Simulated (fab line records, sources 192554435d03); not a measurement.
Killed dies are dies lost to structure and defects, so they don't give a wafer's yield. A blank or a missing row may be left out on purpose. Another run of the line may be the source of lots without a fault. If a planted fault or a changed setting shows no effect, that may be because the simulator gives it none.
Split-lot study / flow n5_finfet / on a route of 1938 steps: 7 lots, 39 wafers read

ON THE SPLIT
At N5_BEOL_M7_DEP_56 (deposits SiCN from 3MS/NH3, target thk 10 nm, time 17.5 s), the setting target_thk_a was moved away from the recipe's 100 angstrom on 12 of the 39 wafers read, by -38.9% to +44.3%. This setting was run at the recipe's value on the other wafers.

The reading is taken at the split's own step.

THE READING
SiCN_of_BEOL_M7_DEP_56.thk_nm (the simulator's own value, which no gauge read), in nm, at N5_BEOL_M7_DEP_56 (deposits SiCN from 3MS/NH3, target thk 10 nm, time 17.5 s). The file gives no usual value for it. Here, 27 wafers ran the recipe; their average is 10.0 nm with a standard deviation of 0.22 nm.

wafer=L076.1; tool, chamber at the split=pecvd-04, 1; target_thk_a as run, angstrom=100; against the recipe=recipe; SiCN_of_BEOL_M7_DEP_56.thk_nm, nm=9.6; against lot-mates on the recipe=-
wafer=L076.2; tool, chamber at the split=pecvd-04, 0; target_thk_a as run, angstrom=100; against the recipe=recipe; SiCN_of_BEOL_M7_DEP_56.thk_nm, nm=9.8; against lot-mates on the recipe=-
wafer=L076.3; tool, chamber at the split=pecvd-04, 2; target_thk_a as run, angstrom=117.7; against the recipe=+17.7%; SiCN_of_BEOL_M7_DEP_56.thk_nm, nm=11.6; against lot-mates on the recipe=+1.8
wafer=L076.4; tool, chamber at the split=pecvd-04, 1; target_thk_a as run, angstrom=117.7; against the recipe=+17.7%; SiCN_of_BEOL_M7_DEP_56.thk_nm, nm=11.4; against lot-mates on the recipe=+1.6
wafer=L076.5; tool, chamber at the split=pecvd-04, 2; target_thk_a as run, angstrom=117.7; against the recipe=+17.7%; SiCN_of_BEOL_M7_DEP_56.thk_nm, nm=12; against lot-mates on the recipe=+2.2
wafer=L076.6; tool, chamber at the split=pecvd-04, 0; target_thk_a as run, angstrom=100; against the recipe=recipe; SiCN_of_BEOL_M7_DEP_56.thk_nm, nm=10; against lot-mates on the recipe=-
wafer=L081.2; tool, chamber at the split=pecvd-02, 1,0; target_thk_a as run, angstrom=100; against the recipe=recipe; SiCN_of_BEOL_M7_DEP_56.thk_nm, nm=10; against lot-mates on the recipe=-
wafer=L081.5; tool, chamber at the split=pecvd-02, 1,0; target_thk_a as run, angstrom=100; against the recipe=recipe; SiCN_of_BEOL_M7_DEP_56.thk_nm, nm=10; against lot-mates on the recipe=-
wafer=L081.3; tool, chamber at the split=pecvd-02, 1; target_thk_a as run, angstrom=100; against the recipe=recipe; SiCN_of_BEOL_M7_DEP_56.thk_nm, nm=10.2; against lot-mates on the recipe=-
wafer=L083.1; tool, chamber at the split=pecvd-04, 2; target_thk_a as run, angstrom=100; against the recipe=recipe; SiCN_of_BEOL_M7_DEP_56.thk_nm, nm=10; against lot-mates on the recipe=-
wafer=L083.6; tool, chamber at the split=pecvd-04, 2; target_thk_a as run, angstrom=100; against the recipe=recipe; SiCN_of_BEOL_M7_DEP_56.thk_nm, nm=10; against lot-mates on the recipe=-
wafer=L083.2; tool, chamber at the split=pecvd-04, 0; target_thk_a as run, angstrom=100; against the recipe=recipe; SiCN_of_BEOL_M7_DEP_56.thk_nm, nm=9.6; against lot-mates on the recipe=-
wafer=L083.3; tool, chamber at the split=pecvd-04, 1; target_thk_a as run, angstrom=61.11; against the recipe=-38.9%; SiCN_of_BEOL_M7_DEP_56.thk_nm, nm=5.6; against lot-mates on the recipe=-4.3
wafer=L083.4; tool, chamber at the split=pecvd-04, 0; target_thk_a as run, angstrom=61.11; against the recipe=-38.9%; SiCN_of_BEOL_M7_DEP_56.thk_nm, nm=5.8; against lot-mates on the recipe=-4.1
wafer=L083.5; tool, chamber at the split=pecvd-04, 1; target_thk_a as run, angstrom=61.11; against the recipe=-38.9%; SiCN_of_BEOL_M7_DEP_56.thk_nm, nm=6; against lot-mates on the recipe=-3.9
wafer=L084.1; tool, chamber at the split=pecvd-02, 1; target_thk_a as run, angstrom=100; against the recipe=recipe; SiCN_of_BEOL_M7_DEP_56.thk_nm, nm=9.8; against lot-mates on the recipe=-
wafer=L084.2; tool, chamber at the split=pecvd-02, 2; target_thk_a as run, angstrom=100; against the recipe=recipe; SiCN_of_BEOL_M7_DEP_56.thk_nm, nm=10; against lot-mates on the recipe=-
wafer=L084.3; tool, chamber at the split=pecvd-02, 0; target_thk_a as run, angstrom=144.3; against the recipe=+44.3%; SiCN_of_BEOL_M7_DEP_56.thk_nm, nm=14.4; against lot-mates on the recipe=+4.4
wafer=L084.6; tool, chamber at the split=pecvd-02, 0; target_thk_a as run, angstrom=144.3; against the recipe=+44.3%; SiCN_of_BEOL_M7_DEP_56.thk_nm, nm=14.4; against lot-mates on the recipe=+4.4
wafer=L084.4; tool, chamber at the split=pecvd-02, 1; target_thk_a as run, angstrom=144.3; against the recipe=+44.3%; SiCN_of_BEOL_M7_DEP_56.thk_nm, nm=14.6; against lot-mates on the recipe=+4.6
wafer=L084.5; tool, chamber at the split=pecvd-02, 2; target_thk_a as run, angstrom=100; against the recipe=recipe; SiCN_of_BEOL_M7_DEP_56.thk_nm, nm=10.2; against lot-mates on the recipe=-
wafer=L086.1; tool, chamber at the split=pecvd-02, 2,2,1; target_thk_a as run, angstrom=100; against the recipe=recipe; SiCN_of_BEOL_M7_DEP_56.thk_nm, nm=10.4; against lot-mates on the recipe=-
wafer=L086.4; tool, chamber at the split=pecvd-02, 2,2,1; target_thk_a as run, angstrom=100; against the recipe=recipe; SiCN_of_BEOL_M7_DEP_56.thk_nm, nm=10.4; against lot-mates on the recipe=-
wafer=L086.6; tool, chamber at the split=pecvd-02, 2,2,1; target_thk_a as run, angstrom=100; against the recipe=recipe; SiCN_of_BEOL_M7_DEP_56.thk_nm, nm=10.4; against lot-mates on the recipe=-
wafer=L086.2; tool, chamber at the split=pecvd-02, 0; target_thk_a as run, angstrom=100; against the recipe=recipe; SiCN_of_BEOL_M7_DEP_56.thk_nm, nm=10; against lot-mates on the recipe=-
wafer=L086.3; tool, chamber at the split=pecvd-02, 1,0; target_thk_a as run, angstrom=100; against the recipe=recipe; SiCN_of_BEOL_M7_DEP_56.thk_nm, nm=10.2; against lot-mates on the recipe=-
wafer=L086.5; tool, chamber at the split=pecvd-02, 1,0; target_thk_a as run, angstrom=100; against the recipe=recipe; SiCN_of_BEOL_M7_DEP_56.thk_nm, nm=10.2; against lot-mates on the recipe=-
wafer=L090.1; tool, chamber at the split=pecvd-04, 0; target_thk_a as run, angstrom=100; against the recipe=recipe; SiCN_of_BEOL_M7_DEP_56.thk_nm, nm=9.8; against lot-mates on the recipe=-
wafer=L090.2; tool, chamber at the split=pecvd-04, 1; target_thk_a as run, angstrom=132.2; against the recipe=+32.2%; SiCN_of_BEOL_M7_DEP_56.thk_nm, nm=13; against lot-mates on the recipe=+3.1
wafer=L090.6; tool, chamber at the split=pecvd-04, 1; target_thk_a as run, angstrom=132.2; against the recipe=+32.2%; SiCN_of_BEOL_M7_DEP_56.thk_nm, nm=13; against lot-mates on the recipe=+3.1
wafer=L090.3; tool, chamber at the split=pecvd-04, 2,0; target_thk_a as run, angstrom=100; against the recipe=recipe; SiCN_of_BEOL_M7_DEP_56.thk_nm, nm=10; against lot-mates on the recipe=-
wafer=L090.5; tool, chamber at the split=pecvd-04, 2,0; target_thk_a as run, angstrom=100; against the recipe=recipe; SiCN_of_BEOL_M7_DEP_56.thk_nm, nm=10; against lot-mates on the recipe=-
wafer=L090.4; tool, chamber at the split=pecvd-04, 2; target_thk_a as run, angstrom=132.2; against the recipe=+32.2%; SiCN_of_BEOL_M7_DEP_56.thk_nm, nm=13.2; against lot-mates on the recipe=+3.3
wafer=L096.1; tool, chamber at the split=pecvd-03, 0,1,0; target_thk_a as run, angstrom=100; against the recipe=recipe; SiCN_of_BEOL_M7_DEP_56.thk_nm, nm=10; against lot-mates on the recipe=-
wafer=L096.3; tool, chamber at the split=pecvd-03, 0,1,0; target_thk_a as run, angstrom=100; against the recipe=recipe; SiCN_of_BEOL_M7_DEP_56.thk_nm, nm=10; against lot-mates on the recipe=-
wafer=L096.6; tool, chamber at the split=pecvd-03, 0,1,0; target_thk_a as run, angstrom=100; against the recipe=recipe; SiCN_of_BEOL_M7_DEP_56.thk_nm, nm=10; against lot-mates on the recipe=-
wafer=L096.2; tool, chamber at the split=pecvd-03, 2; target_thk_a as run, angstrom=100; against the recipe=recipe; SiCN_of_BEOL_M7_DEP_56.thk_nm, nm=10.2; against lot-mates on the recipe=-
wafer=L096.4; tool, chamber at the split=pecvd-03, 2; target_thk_a as run, angstrom=100; against the recipe=recipe; SiCN_of_BEOL_M7_DEP_56.thk_nm, nm=10.4; against lot-mates on the recipe=-
wafer=L096.5; tool, chamber at the split=pecvd-03, 1; target_thk_a as run, angstrom=100; against the recipe=recipe; SiCN_of_BEOL_M7_DEP_56.thk_nm, nm=9.8; against lot-mates on the recipe=-
Where a row lists several chambers, the file gives one row for several wafers and doesn't say which wafer went through which chamber.

THE FIT
A straight line over all 39 wafers: SiCN_of_BEOL_M7_DEP_56.thk_nm changes by +0.102 nm for each +1% of target_thk_a; r = +0.99; the points scatter about the line by 0.23 nm.
The same after taking each lot's own level away (the mean of its wafers on the recipe; 39 wafers): +0.102 nm for each +1%; r = +1.00; scatter 0.17 nm.
That fit puts the effect of the largest move of target_thk_a on the reading at 4.5 nm.
Measured against the standard deviation above, the lots' own levels, which go from 9.80 to 10.27 nm, span 2.1 times it.
Consequently the slope shifts little with the lot-to-lot level, the two slopes agreeing.
Check: with one of the wafers moved furthest among these (+44.3%) left out of the fit, the line predicts +4.5 nm for it against its lot-mates. It came out at +4.4 nm against them.

THE OTHER SPLITS THESE WAFERS WENT THROUGH
Other splits were also applied to these wafers ahead of the reading. Each is held against what the fit with the lots' levels taken away leaves over:
other split on the same wafers=N5_FIN_SAQP_SPACER2_ALD_28 target_thk_a; wafers away from the commonest value=12; r with SiCN_of_BEOL_M7_DEP_56.thk_nm (lot level and that fit taken away)=-0.13
other split on the same wafers=N5_SD_EPI_N_ETCH_45 target_depth_a; wafers away from the commonest value=12; r with SiCN_of_BEOL_M7_DEP_56.thk_nm (lot level and that fit taken away)=+0.06
other split on the same wafers=N5_MOL_CONTACT_COAG_ALD_27 ald_cycles; wafers away from the commonest value=15; r with SiCN_of_BEOL_M7_DEP_56.thk_nm (lot level and that fit taken away)=-0.12

FILE'S OWN FIT
SiCN_of_BEOL_M7_DEP_56.thk_nm changes by +0.102 nm for each +1% of target_thk_a, r = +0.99.
